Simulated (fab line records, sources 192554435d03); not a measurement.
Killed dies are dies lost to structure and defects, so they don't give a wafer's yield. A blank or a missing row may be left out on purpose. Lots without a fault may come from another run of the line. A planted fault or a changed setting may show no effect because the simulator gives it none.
Split-lot experiment | flow n5_finfet | 7 lots, 21 wafers read, on a route of 1938 steps

THE SPLIT
At N5_BEOL_M15_COAT_22 (resist thk 800 nm), the setting spin_rpm was moved away from the recipe's 1704 rpm on 6 of the 21 wafers read, by -8.1% to +11.0%. The other wafers ran this setting at the recipe's value.

The file shows no step between the split and the reading.

THE READING
coat_of_BEOL_M15_COAT_22.thk_nm (the simulator's own value, which no gauge read), in nm, at N5_BEOL_M15_ETCH_61 (etches BARC in N2/H2, target depth 89 nm, overetch 26.7 nm, time 67.9 s). The file gives no usual value for it. The 15 wafers here that ran the recipe average 717.4 nm, standard deviation 4.6 nm.

wafer  | tool, chamber at the split | spin_rpm as run, rpm | against the recipe | coat_of_BEOL_M15_COAT_22.thk_nm, nm | against lot-mates on the recipe
L075.3 | litho_track-03, 0          | 1631                 | -4.3%              | 739.6                               | +19.0
L075.4 | litho_track-03, 0          | 1631                 | -4.3%              | 738.4                               | +17.8
L075.5 | litho_track-03, 0          | 1704                 | recipe             | 720.6                               | -
L077.2 | litho_track-03, 0          | 1891                 | +11.0%             | 685                                 | -35.4
L077.3 | litho_track-03, 0          | 1704                 | recipe             | 716.6                               | -
L077.4 | litho_track-03, 0          | 1704                 | recipe             | 724.2                               | -
L081.2 | litho_track-01, 0          | 1704                 | recipe             | 717.6                               | -
L081.5 | litho_track-01, 0          | 1704                 | recipe             | 718.4                               | -
L081.6 | litho_track-01, 0          | 1566                 | -8.1%              | 751.4                               | +33.4
L080.1 | litho_track-01, 0          | 1704                 | recipe             | 717                                 | -
L080.3 | litho_track-01, 0          | 1704                 | recipe             | 718.6                               | -
L080.5 | litho_track-01, 0          | 1704                 | recipe             | 717.6                               | -
L085.2 | litho_track-01, 0          | 1704                 | recipe             | 718                                 | -
L085.4 | litho_track-01, 0          | 1753                 | +2.9%              | 705                                 | -13.3
L085.6 | litho_track-01, 0          | 1704                 | recipe             | 718.6                               | -
L088.1 | litho_track-01, 0          | 1704                 | recipe             | 702.8                               | -
L088.5 | litho_track-01, 0          | 1704                 | recipe             | 715.8                               | -
L088.6 | litho_track-01, 0          | 1823                 | +7.0%              | 689.4                               | -19.9
L095.1 | litho_track-02, 0          | 1704                 | recipe             | 714.4                               | -
L095.3 | litho_track-02, 0          | 1704                 | recipe             | 722.8                               | -
L095.6 | litho_track-02, 0          | 1704                 | recipe             | 718                                 | -

THE FIT
A straight line over all 21 wafers: coat_of_BEOL_M15_COAT_22.thk_nm changes by -3.76 nm for each +1% of spin_rpm; r = -0.95; the points scatter about the line by 4.9 nm.
The same after taking each lot's own level away (the mean of its wafers on the recipe; 21 wafers): -3.56 nm for each +1%; r = -0.97; scatter 3.5 nm.
On that fit, the largest move of spin_rpm shifts the reading by 39 nm.
The lots' own levels span 709.30 to 720.60 nm, that is 2.5 times the standard deviation above.
So the lot-to-lot level changes the slope little: the two slopes agree.
Check: with one of the wafers moved furthest among these (+11.0%) left out of the fit, the line predicts -40.9 nm for it against its lot-mates. It came out at -35.4 nm against them.

THE WHOLE CHAIN: every reading that the file lists as answering this split, in the file's order
step                       | what it does                                                            | reading                                                                          | change (the file's fit)                                                                     | r (the file's)
N5_BEOL_M15_COAT_22        | resist thk 800 nm                                                       | coat_of_BEOL_M15_COAT_22.thk_nm (the simulator's own value, which no gauge read) | -3.8 nm for each +1% of the setting                                                         | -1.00
N5_BEOL_M15_ETCH_61        | etches BARC in N2/H2, target depth 89 nm, overetch 26.7 nm, time 67.9 s | coat_of_BEOL_M15_COAT_22.thk_nm (the simulator's own value, which no gauge read) | -3.5 nm for each +1% of the setting                                                         | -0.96
N5_BEOL_M15_TRENCH_ETCH_34 | etches SiO2 in C4F8/O2/Ar, target depth 872.93 nm, time 199 s           | coat_of_BEOL_M15_COAT_22.thk_nm (the simulator's own value, which no gauge read) | -3.35 nm for each +1% of the setting, in a fit together with time_s@BEOL_M15_TRENCH_ETCH_34 | 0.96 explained

THE FILE'S OWN FIT
coat_of_BEOL_M15_COAT_22.thk_nm changes by -3.5 nm for each +1% of spin_rpm, r = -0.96.
